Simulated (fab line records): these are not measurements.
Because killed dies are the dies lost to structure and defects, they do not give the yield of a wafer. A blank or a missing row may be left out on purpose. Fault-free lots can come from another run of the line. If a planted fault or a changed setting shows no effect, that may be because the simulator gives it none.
Chamber matching | flow n5 finfet | 4 sister chambers for N5_BEOL_M6_ETCH_66 on rie diel-06
The step etches SOC in N2/H2, target depth 80 nm, overetch 16 nm, time 120 s. 14 wafers are shown with their chamber, then 7 later ones without.

WAFERS WITH THEIR CHAMBER
wafer  | chamber | showerhead plenum p Torr (Torr) | throttle valve pct (%) | drypump motor current A (A)
L539.1 | 1       | 2.55                            | 17.71                  | 5.4
L539.4 | 2       | 2.46                            | 18.02                  | 5.2
L539.6 | 1       | 2.55                            | 17.70                  | 5.4
L544.2 | 3       | 2.47                            | 17.72                  | 4.9
L544.4 | 1       | 2.54                            | 17.73                  | 5.3
L544.5 | 1       | 2.54                            | 17.74                  | 5.4
L545.1 | 1       | 2.54                            | 17.75                  | 5.4
L545.3 | 0       | 2.63                            | 18.21                  | 5.1
L545.6 | 1       | 2.54                            | 17.74                  | 5.4
L557.2 | 3       | 2.46                            | 17.76                  | 4.9
L557.3 | 0       | 2.62                            | 18.24                  | 5.0
L557.4 | 2       | 2.44                            | 18.08                  | 5.2
L558.1 | 2       | 2.44                            | 18.11                  | 5.2
L558.4 | 3       | 2.46                            | 17.76                  | 4.9

SIGNATURES, as means of the wafers listed above
reading                  | chamber 0 | chamber 1 | chamber 2 | chamber 3 | scatter within a chamber
showerhead plenum p Torr | 2.6250    | 2.5433    | 2.4467    | 2.4633    | 0.00719
throttle valve pct       | 18.2250   | 17.7283   | 18.0700   | 17.7467   | 0.0276
drypump motor current A  | 5.050     | 5.383     | 5.200     | 4.900     | 0.0365
Rule: a wafer lies at a distance from a chamber equal to the root of the sum of squares, over the readings, of (its reading less the chamber's mean, divided by the reading's scatter). If the next closest chamber is less than 2 further off than the closest, the wafer can't be placed; otherwise it belongs to the closest. The scatter is the square root of a quotient: the sum, over the shown wafers, of each reading's squared deviation from its chamber's mean, divided by wafers minus chambers.

WAFERS WHOSE CHAMBER IS MISSING
wafer  | showerhead plenum p Torr (Torr) | throttle valve pct (%) | drypump motor current A (A)
L558.5 | 2.46                            | 17.77                  | 4.9
L559.1 | 2.46                            | 17.76                  | 4.9
L559.2 | 2.53                            | 17.78                  | 5.3
L559.6 | 2.53                            | 17.78                  | 5.3
L560.1 | 2.44                            | 18.10                  | 5.2
L560.3 | 2.53                            | 17.78                  | 5.4
L560.5 | 2.53                            | 17.78                  | 5.4

WHICH CHAMBER EACH WENT THROUGH
wafer  | from the rows above | in truth
L558.5 | 3                   | 3
L559.1 | 3                   | 3
L559.2 | 1                   | 1
L559.6 | 1                   | 1
L560.1 | 2                   | 2
L560.3 | 1                   | 1
L560.5 | 1                   | 1
Placed correctly: 7 of 7. Not placeable from these rows: 0. Number placed wrongly: 0.
